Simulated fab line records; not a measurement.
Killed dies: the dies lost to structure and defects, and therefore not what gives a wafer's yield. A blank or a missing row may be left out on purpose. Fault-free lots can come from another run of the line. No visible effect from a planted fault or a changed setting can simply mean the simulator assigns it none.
Which tool was responsible?    flow nandHarc    39 wafers from 13 lots sampled at 4 of the route's 1302 steps

== WHAT THE GAUGES READ, wafer by wafer ==
NHARC_A_ONON_D1_THK_MEAS_14: measures by ellipsometry. Usual: thkNm at 998 nm, with a standard deviation of 7.
lot   measured      on            thkNm (nm)      flag
L102  day 8 11:15   filmMetro-01  984 982 984     
L103  day 8 11:14   filmMetro-02  999 1000 998    
L104  day 8 17:54   filmMetro-02  997 998 998     
L105  day 8 23:01   filmMetro-02  993 993 996     
L106  day 9 18:38   filmMetro-01  982 982 982     
L107  day 10 01:52  filmMetro-01  1008 1007 1008  
L108  day 10 10:55  filmMetro-02  1002 1003 1005  
L117  day 14 03:52  filmMetro-02  994 994 994     
L116  day 14 03:53  filmMetro-01  1009 1007 1009  
L121  day 15 19:47  filmMetro-02  1001 997 998    
L122  day 16 10:13  filmMetro-01  1007 1006 1007  
L124  day 16 23:22  filmMetro-01  1001 1002 999   
L125  day 17 09:04  filmMetro-02  1001 999 1001   

NHARC_A_ONON_D1_THK_MEAS_21: measures by ellipsometry. Usual: thkNm at 1002 nm, with a standard deviation of 9.
lot   measured      on            thkNm (nm)      flag
L102  day 8 19:34   filmMetro-02  1023 1024 1023  
L103  day 8 19:34   filmMetro-01  1016 1015 1014  
L104  day 9 03:37   filmMetro-01  984 983 984     
L105  day 9 10:34   filmMetro-01  989 986 988     
L106  day 10 02:56  filmMetro-01  1000 1002 1002  
L107  day 10 10:50  filmMetro-01  1001 1001 1001  
L108  day 10 19:17  filmMetro-01  1006 1006 1007  
L117  day 14 12:03  filmMetro-01  991 992 992     
L116  day 14 12:03  filmMetro-02  1000 998 1047   
L121  day 16 01:23  filmMetro-02  1008 1008 1007  
L122  day 16 19:10  filmMetro-01  994 993 994     
L124  day 17 09:14  filmMetro-01  1007 1006 1004  
L125  day 17 18:12  filmMetro-01  1006 1006 1005  

== WHICH TOOL RAN EACH LOT (tool, then ch and the chambers of the sampled wafers, then the start) ==
lot   NHARC_A_ZERO_WELL_DESCUM_12        NHARC_A_ONON_D1_DEP_19
L102  rieDiel-07 ch 0,1,3, day 7 09:53   pecvdOnon-03 ch 0, day 8 19:04
L103  rieDiel-07 ch 0,3, day 7 11:33     pecvdOnon-04 ch 0, day 8 19:04
L104  rieDiel-04 ch 1,2, day 7 18:18     pecvdOnon-03 ch 0, day 9 03:06
L105  rieDiel-11 ch 1,2, day 7 22:42     pecvdOnon-02 ch 0, day 9 10:07
L106  rieDiel-07 ch 0,1,2, day 8 11:47   pecvdOnon-04 ch 0, day 10 02:25
L107  rieDiel-07 ch 0,1,2, day 8 23:53   pecvdOnon-03 ch 0, day 10 10:20
L108  rieDiel-11 ch 0,1, day 9 09:01     pecvdOnon-04 ch 0, day 10 18:46
L117  rieDiel-07 ch 1,2,3, day 13 01:28  pecvdOnon-02 ch 0, day 14 11:32
L116  rieDiel-07 ch 0,1,2, day 13 02:43  pecvdOnon-03 ch 0, day 14 11:36
L121  rieDiel-07 ch 2,3, day 14 18:19    pecvdOnon-02 ch 0, day 16 00:52
L122  rieDiel-11 ch 1,2,3, day 15 07:35  pecvdOnon-04 ch 0, day 16 18:38
L124  rieDiel-11 ch 0,1,2, day 15 20:39  pecvdOnon-03 ch 0, day 17 08:44
L125  rieDiel-07 ch 0,1,3, day 16 08:18  pecvdOnon-04 ch 0, day 17 17:45
- NHARC_A_ZERO_WELL_DESCUM_12: chemistry O2, time 3 s.
- NHARC_A_ONON_D1_DEP_19: target thk 1000 nm.

== WHAT THE TOOLS THEMSELVES READ (means of the sampled wafers that have a number; where no wafer has one, the mark that the record gives instead) ==
NHARC_A_ZERO_WELL_DESCUM_12. Usual: drypumpMotorCurrentA 5.6 A, standard deviation 0.42; o2FlowSccm 200.1 sccm, standard deviation 0.58; oesProductAu 1.002 a.u., standard deviation 0.0064; rfVppV 57.9 V, standard deviation 0.97; showerheadPlenumPTorr 1.91 Torr, standard deviation 0.091; throttleValvePct 11.311 %, standard deviation 0.0099.
lot   tool        drypumpMotorCurrentA (A)  o2FlowSccm (sccm)  oesProductAu (a.u.)  rfVppV (V)  showerheadPlenumPTorr (Torr)  throttleValvePct (%)  flag
L102  rieDiel-07  5.4                       200.0              1.007                57.9        1.95                          11.313                
L103  rieDiel-07  5.3                       200.0              1.008                58.7        1.99                          11.302                
L104  rieDiel-04  5.1                       200.2              1.003                57.2        1.81                          11.301                
L105  rieDiel-11  5.2                       200.1              0.994                58.3        1.77                          11.311                
L106  rieDiel-07  5.8                       199.7              1.000                58.5        1.93                          11.310                
L107  rieDiel-07  5.8                       200.0              1.001                58.2        1.93                          11.306                
L108  rieDiel-11  6.0                       199.6              1.003                57.0        1.81                          11.314                
L117  rieDiel-07  5.8                       200.3              0.994                58.2        1.94                          11.312                
L116  rieDiel-07  5.8                       199.9              1.002                57.9        1.93                          11.309                
L121  rieDiel-07  5.9                       200.0              0.994                57.5        1.97                          11.308                
L122  rieDiel-11  5.4                       200.2              1.001                57.8        1.87                          11.316                
L124  rieDiel-11  5.6                       200.5              1.003                56.6        1.89                          11.313                
L125  rieDiel-07  5.4                       200.2              1.007                57.0        1.94                          11.312                

== THE ANSWER, worked out from the rows above alone ==
Rule: take the mean of a lot's wafers that have a number; if it is more than 3 standard deviations from the usual mean, the lot is off. Also off: a lot with no number at a reading for which 4 or more lots have one. Any other lot the step has rows for is counted as sound. First the gauges in route order, then the tools' own readings, where a lot's mean is used as printed above. The first step at which some lot is off is used, and at that step the reading that is off furthest; a lot without a number counts as furthest.
Across all readings shown, no lot is off: no conclusion can be drawn from this.

== WHAT THE SIMULATOR HAD PUT IN ==
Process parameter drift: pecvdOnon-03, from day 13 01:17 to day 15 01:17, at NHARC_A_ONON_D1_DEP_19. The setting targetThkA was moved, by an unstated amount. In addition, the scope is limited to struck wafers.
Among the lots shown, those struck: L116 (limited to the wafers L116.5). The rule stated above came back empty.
